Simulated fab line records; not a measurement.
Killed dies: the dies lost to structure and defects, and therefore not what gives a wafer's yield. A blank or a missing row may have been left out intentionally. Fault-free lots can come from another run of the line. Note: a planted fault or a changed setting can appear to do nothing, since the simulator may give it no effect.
Struck lot and sound lot, side by side :: flow n5 finfet :: 18 steps out of a route of 1938
Sound: wafers L104.1, L104.2, L104.3. Struck: wafer L103.4 (left out: L103.6, a lot-mate that was not struck); the cause follows at the end.
Order at every step that has rows: each side's tool, ch and its chambers, its first start. Under that, the readings that differ: sound wafers :: struck wafers :: difference of the means :: sigmas: that difference in standard deviations of wafers without a fault.
alike: readings whose means differ by less than 2 such deviations, and words and numbers that are the same on both sides. not compared: withheld readings, readings that some wafer has no value for, bounds like >300 that may hide the same value, and numbers for which the record gives no deviation and whose values overlap.
The two part at a step that has a row with sigmas, a row that says differs or no value, or rows on one side only. When numbers do not overlap yet have no deviation, they are printed without sigmas and do not part them. Lack of a reading on every wafer of one side parts them only where that side has two or more wafers.

first, 1 step without rows for these wafers: N5_MIM_TOP_LITHO_HARDBAKE_09 (time 120 s).
N5_MIM_TOP_LITHO_CD_MEAS_08 targets a cd of 2000 nm.
  sound on cd sem-01 ch 0, day 17 01:29; struck on cd sem-01 ch 0, day 16 10:01
  alike: cd nm
N5_MIM_TOP_LITHO_OVL_MEAS_11:
  sound on overlay-01 ch 0, day 17 01:31; struck on overlay-02 ch 0, day 16 10:02
  alike: MIM_TOP_OVL
N5_MIM_TOP_LITHO_INSPECT_12: inspects for defects (macro).
  sound on defect inspect-01, day 17 01:32; struck on defect inspect-01, day 16 10:04
  alike: raw defect count
N5_MIM_TOP_LITHO_DESCUM_10: chemistry O2, time 7.9 s.
  sound on rie diel-03 ch 1,2,3, day 17 01:34; struck on rie diel-05 ch 3, day 16 10:08
reading: throttle valve pct (%)
sound: 20.72 20.39 20.52
struck: 20.99
difference: +0.45
sigmas: +2
  alike: drypump motor current A, oes product au, rf vpp V, showerhead plenum p Torr
  not compared: rf hours counter h
N5_MIM_TOP_ETCH_ETCH_00: etches TiN in Cl2/BCl3, target depth 38.5 nm.
  sound on rie metal-03 ch 0,1, day 17 01:40; struck on rie metal-02 ch 0, day 16 10:14
  alike: drypump motor current A, oes product au, throttle valve pct
  not compared: rf hours counter h
N5_MIM_TOP_ETCH_STRIP_01: strips in O2.
  sound on rie diel-02 ch 0,2,3, day 17 01:48; struck on rie diel-01 ch 3, day 16 10:20
reading: rf hours counter h (h)
sound: 30 111 60
struck: 24
difference: -43
sigmas: 
  alike: drypump motor current A, oes product au, rf vpp V, showerhead plenum p Torr, throttle valve pct
N5_MIM_TOP_ETCH_PECVD_03: deposits SiNx from SiH4/NH3/N2, target thk 20 nm, time 17.6 s.
  sound on pecvd-03 ch 0,1,2, day 17 01:52; struck on pecvd-03 ch 1, day 16 10:25
  alike: heater power w, showerhead plenum p Torr, throttle valve pct
then, 4 steps without rows for these wafers: N5_MIM_BOT_LITHO_HMDS_01 (time 60 s); N5_MIM_BOT_LITHO_COAT_02; N5_MIM_BOT_LITHO_EBR_04; N5_MIM_BOT_LITHO_SOFTBAKE_03 (time 90 s).
N5_MIM_BOT_LITHO_EXPOSE_05: exposes mask MIM BOT.
  sound on krf scanner-02 ch 0, day 17 02:02; struck on krf scanner-01 ch 0, day 16 10:43
  alike: mask, focus offset nm, stage vel mm s
then, 3 steps without rows for these wafers: N5_MIM_BOT_LITHO_PEB_06; N5_MIM_BOT_LITHO_DEVELOP_07 (develop time 60 s); N5_MIM_BOT_LITHO_HARDBAKE_09 (time 120 s).
N5_MIM_BOT_LITHO_CD_MEAS_08 targets a cd of 3000 nm.
  sound on cd sem-03 ch 0, day 17 02:13; struck on cd sem-02 ch 0, day 16 10:53
reading: cd nm (nm)
sound: 3001.8 2998.9 3001.8
struck: 3051.9
difference: +51.1
sigmas: +22
N5_MIM_BOT_LITHO_OVL_MEAS_11:
  sound on overlay-02 ch 0, day 17 02:15; struck on overlay-01 ch 0, day 16 10:54
  alike: MIM_BOT_OVL

== WHERE THEY PART ==
At N5_MIM_TOP_LITHO_DESCUM_10 first; at N5_MIM_BOT_LITHO_CD_MEAS_08 last (within this record only). Later steps at which nothing parts them and some readings are alike: N5_MIM_BOT_LITHO_OVL_MEAS_11.

WHY: what had been put in by the simulator
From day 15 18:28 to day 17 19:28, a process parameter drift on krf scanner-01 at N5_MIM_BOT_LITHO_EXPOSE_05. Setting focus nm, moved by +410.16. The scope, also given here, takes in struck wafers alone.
